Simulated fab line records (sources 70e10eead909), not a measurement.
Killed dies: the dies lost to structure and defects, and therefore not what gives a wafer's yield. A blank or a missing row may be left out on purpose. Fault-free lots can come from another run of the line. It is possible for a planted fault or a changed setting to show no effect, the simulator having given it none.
The tool behind it: which one? -- flow nandHarc -- 12 lots, 35 wafers sampled, at 6 steps of a route of 1159

== WHAT THE GAUGES SHOWED, per wafer ==
NHARC_A_M0_CD_MEAS_09: target cd 80 nm. Usual: cdNm 80.3 nm, standard deviation 0.92.
lot,measured,on,cdNm (nm),flag
L325,day 17 14:25,cdSem-02,81.1 80.6 80.5,
L330,day 17 21:22,cdSem-02,78.5 79.1 79.3,
L328,day 18 01:41,cdSem-03,81.3 81.1 80.1,
L331,day 18 17:19,cdSem-02,80.9 80.4 81.5,
L329,day 19 06:52,cdSem-03,80.8 80.6 81.1,
L336,day 20 18:04,cdSem-02,79.8 80.2 79.9,
L340,day 22 00:08,cdSem-03,80.0 80.2 76.4,
L341,day 22 00:31,cdSem-03,83.0 80.9 80.2,
L342,day 22 05:25,cdSem-01,79.6 80.4 79.3,
L344,day 22 10:45,cdSem-01,81.0 80.7 77.2,
L347,day 23 05:37,cdSem-02,76.3 80.2,
L348,day 23 09:05,cdSem-01,79.2 78.7 78.7,

NHARC_A_M0_OVL_MEAS_10: pitch 160 nm. Usual: overlayXNm -0.1 nm, standard deviation 0.77; overlayYNm 0.1 nm, standard deviation 0.9.
lot,measured,on,overlayXNm (nm),overlayYNm (nm),flag
L325,day 17 14:30,overlay-02,0.0 0.1 0.0,2.3 1.7 2.2,
L330,day 17 21:28,overlay-01,0.2 0.0 0.2,-0.7 -0.3 -0.1,
L328,day 18 01:46,overlay-01,-0.7 -0.8 -1.4,1.1 0.3 0.5,
L331,day 18 17:24,overlay-02,-0.3 -0.7 -0.9,-2.4 -2.4 -2.5,
L329,day 19 06:56,overlay-01,0.3 0.1 0.1,0.3 0.1 0.1,
L336,day 20 18:09,overlay-02,-0.5 0.1 -0.4,-0.2 -0.9 -0.5,
L340,day 22 00:13,overlay-01,-0.2 0.2 0.4,-1.3 -1.3 -1.6,
L341,day 22 00:37,overlay-02,-0.6 -0.7 -1.1,0.2 -0.4 -0.7,
L342,day 22 05:31,overlay-02,-0.9 -0.7 -0.7,1.4 0.8 1.0,
L344,day 22 10:50,overlay-01,-0.9 -0.7 -0.9,0.7 1.2 0.7,
L347,day 23 05:43,overlay-02,0.8 0.6,0.5 0.4,
L348,day 23 09:10,overlay-02,-0.8 -1.1 -0.5,-0.2 0.4 0.4,

NHARC_END_SORT_01. Usual: defectLimitedYield 95.4 %, standard deviation 1.7; killedAtArray 28, standard deviation 11; killedAtOther 0.6, standard deviation 0.85; killedAtPeriphery 2.8, standard deviation 2.3; killedDies 31, standard deviation 11; killedOpen 3.1, standard deviation 1.6; killedShort 2.0, standard deviation 1.4; sort_bin_2_pct 1.4 %, standard deviation 0.73; sort_bin_3_pct 0.27 %, standard deviation 0.23; sort_bin_4_pct 2.9 %, standard deviation 1.1; sortNPass 646, standard deviation 11; sortRimYieldPct 95 %, standard deviation 3.2; sortYieldPct 95.4 %, standard deviation 1.7.
lot,measured,on,defectLimitedYield (%),killedAtArray,killedAtOther,killedAtPeriphery,killedDies,killedOpen,killedShort,sort_bin_2_pct (%),sort_bin_3_pct (%),sort_bin_4_pct (%),sortNPass,sortRimYieldPct (%),sortYieldPct (%),flag
L330,day 19 19:31,prober-01,95.9 95.6 95.6,22 28 27,1 0 0,5 2 3,28 30 30,5 2 4,3 2 3,1.2 1.2 1.0,0.44 0.15 0.59,2.5 3.1 2.8,649 647 647,97 93 96,95.9 95.6 95.6,
L328,day 20 04:07,prober-01,95.6 94.8 95.0,28 31 34,1 1 0,1 3 0,30 35 34,3 4 5,0 1 0,1.3 1.0 1.9,0.15 0.44 0.15,3.0 3.7 3.0,647 642 643,96 90 98,95.6 94.8 95.0,
L340,day 23 16:34,prober-02,96.0 96.3 95.1,25 23 30,1 0 0,1 2 3,27 25 33,6 5 4,3 3 1,0.9 1.3 0.7,0.30 0.30 0.89,2.8 2.1 3.2,650 652 644,97 92 100,96.0 96.3 95.1,
L341,day 23 16:36,prober-01,94.7 93.8 95.9,28 38 20,2 0 1,6 4 7,36 42 28,2 4 3,2 2 3,1.3 2.5 1.6,0.15 0.30 0,3.8 3.4 2.5,641 635 649,94 94 95,94.7 93.8 95.9,
L344,day 24 05:08,prober-01,91.9 93.5 92.8,51 41 45,0 0 0,4 3 4,55 44 49,5 4 3,1 0 1,2.2 2.4 1.9,0.59 0.15 0.59,5.3 4.0 4.7,622 633 628,93 92 92,91.9 93.5 92.8,

== EACH LOT AND THE TOOL THAT RAN IT (in order: tool; ch and the chambers of the sampled wafers; start) ==
lot,NHARC_A_M0_DEVELOP_08,NHARC_A_M0_STRIP_18,NHARC_A_M0_ANNEAL_30
L325,"lithoTrack-04 ch 0, day 17 14:00","rieDiel-13 ch 0,3, day 17 15:02","rtpAnneal-01 ch 0, day 17 16:22"
L330,"lithoTrack-06 ch 0, day 17 21:00","rieDiel-13 ch 0,2,3, day 17 22:00","rtpAnneal-02 ch 0, day 17 23:17"
L328,"lithoTrack-01 ch 0, day 18 01:00","rieDiel-06 ch 0,2,3, day 18 02:14","rtpAnneal-02 ch 0, day 18 03:36"
L331,"lithoTrack-01 ch 0, day 18 17:00","rieDiel-13 ch 0,2,3, day 18 17:57","rtpAnneal-01 ch 0, day 18 19:29"
L329,"lithoTrack-04 ch 0, day 19 06:00","rieDiel-13 ch 0,2, day 19 07:26","rtpAnneal-01 ch 0, day 19 08:44"
L336,"lithoTrack-04 ch 0, day 20 17:00","rieDiel-06 ch 0,1,3, day 20 18:38","rtpAnneal-01 ch 0, day 20 19:53"
L340,"lithoTrack-04 ch 0, day 22 00:00","rieDiel-13 ch 2,3, day 22 00:46","rtpAnneal-01 ch 0, day 22 02:07"
L341,"lithoTrack-01 ch 0, day 22 00:00","rieDiel-12 ch 0,3, day 22 01:05","rtpAnneal-02 ch 0, day 22 02:26"
L342,"lithoTrack-06 ch 0, day 22 05:00","rieDiel-13 ch 2,3, day 22 06:01","rtpAnneal-01 ch 0, day 22 07:35"
L344,"lithoTrack-04 ch 0, day 22 10:00","rieDiel-06 ch 0,2,3, day 22 11:20","rtpAnneal-01 ch 0, day 22 12:51"
L347,"lithoTrack-04 ch 0, day 23 05:00","rieDiel-12 ch 0,1, day 23 06:11","rtpAnneal-01 ch 0, day 23 07:28"
L348,"lithoTrack-06 ch 0, day 23 09:00","rieDiel-06 ch 1,2,3, day 23 09:39","rtpAnneal-01 ch 0, day 23 10:58"
- NHARC_A_M0_DEVELOP_08: develop time 35 s.
- NHARC_A_M0_STRIP_18: strips in N2/H2.
- NHARC_A_M0_ANNEAL_30: time 90 s.

== AS READ BY THE TOOLS THEMSELVES (means over the sampled wafers that have a number; for cases with no such wafer, the mark the record gives instead) ==
NHARC_A_M0_STRIP_18. Usual: drypumpMotorCurrentA 5.8 A, standard deviation 0.5; oesProductAu 1.002 a.u., standard deviation 0.012; rfFwdPowerW 997 W, standard deviation 3.3; rfVppV 90.7 V, standard deviation 1; showerheadPlenumPTorr 2.03 Torr, standard deviation 0.11; throttleValvePct 14.171 %, standard deviation 0.01.
lot,tool,drypumpMotorCurrentA (A),oesProductAu (a.u.),rfFwdPowerW (W),rfVppV (V),showerheadPlenumPTorr (Torr),throttleValvePct (%),flag
L325,rieDiel-13,5.6,1.009,999,90.5,1.96,14.161,
L330,rieDiel-13,5.9,1.011,1000,90.0,1.93,14.169,
L328,rieDiel-06,5.3,1.003,995,90.9,2.09,14.159,
L331,rieDiel-13,5.9,1.001,997,90.1,1.93,14.176,
L329,rieDiel-13,6.2,1.007,997,90.6,1.90,14.170,
L336,rieDiel-06,5.5,0.990,998,90.7,2.15,14.173,
L340,rieDiel-13,5.6,0.999,998,90.0,1.92,14.175,
L341,rieDiel-12,6.0,1.004,998,91.1,2.10,14.171,
L342,rieDiel-13,5.3,0.993,999,89.6,1.95,14.167,
L344,rieDiel-06,5.3,0.988,997,90.8,2.09,14.177,
L347,rieDiel-12,5.7,0.996,996,89.8,1.92,14.180,
L348,rieDiel-06,5.5,0.987,996,90.7,2.11,14.180,

NHARC_A_M0_ANNEAL_30. Usual: annealTempCMax 225.95, standard deviation 0.29; wafer_temp_C_max 226.3, standard deviation 0.38.
lot,tool,annealTempCMax,wafer_temp_C_max,flag
L325,rtpAnneal-01,226.11,226.6,
L330,rtpAnneal-02,225.50,225.6,
L328,rtpAnneal-02,225.73,225.8,
L331,rtpAnneal-01,226.22,226.5,
L329,rtpAnneal-01,226.13,226.4,
L336,rtpAnneal-01,226.18,226.1,
L340,rtpAnneal-01,225.95,226.5,
L341,rtpAnneal-02,225.66,226.0,
L342,rtpAnneal-01,226.10,226.7,
L344,rtpAnneal-01,225.97,226.7,
L347,rtpAnneal-01,226.14,226.1,
L348,rtpAnneal-01,225.94,226.3,

== THE ANSWER, worked out from the rows above alone ==
Rule: a lot is off if the mean of its wafers that have a number lies more than 3 standard deviations from the usual mean. A lot without any number at a reading at which 4 lots or more have one is off too. Any other lot the step has rows for is counted as sound. Order of review: gauges by route order, followed by the tools' own readings, for which a lot's mean as printed above is used. At the first step where some lot is off, the reading lying furthest off is the one used; lots without a number count as furthest.
No lot is off at any reading shown: from this, nothing can be told.

== WHAT THE SIMULATOR HAD PUT IN ==
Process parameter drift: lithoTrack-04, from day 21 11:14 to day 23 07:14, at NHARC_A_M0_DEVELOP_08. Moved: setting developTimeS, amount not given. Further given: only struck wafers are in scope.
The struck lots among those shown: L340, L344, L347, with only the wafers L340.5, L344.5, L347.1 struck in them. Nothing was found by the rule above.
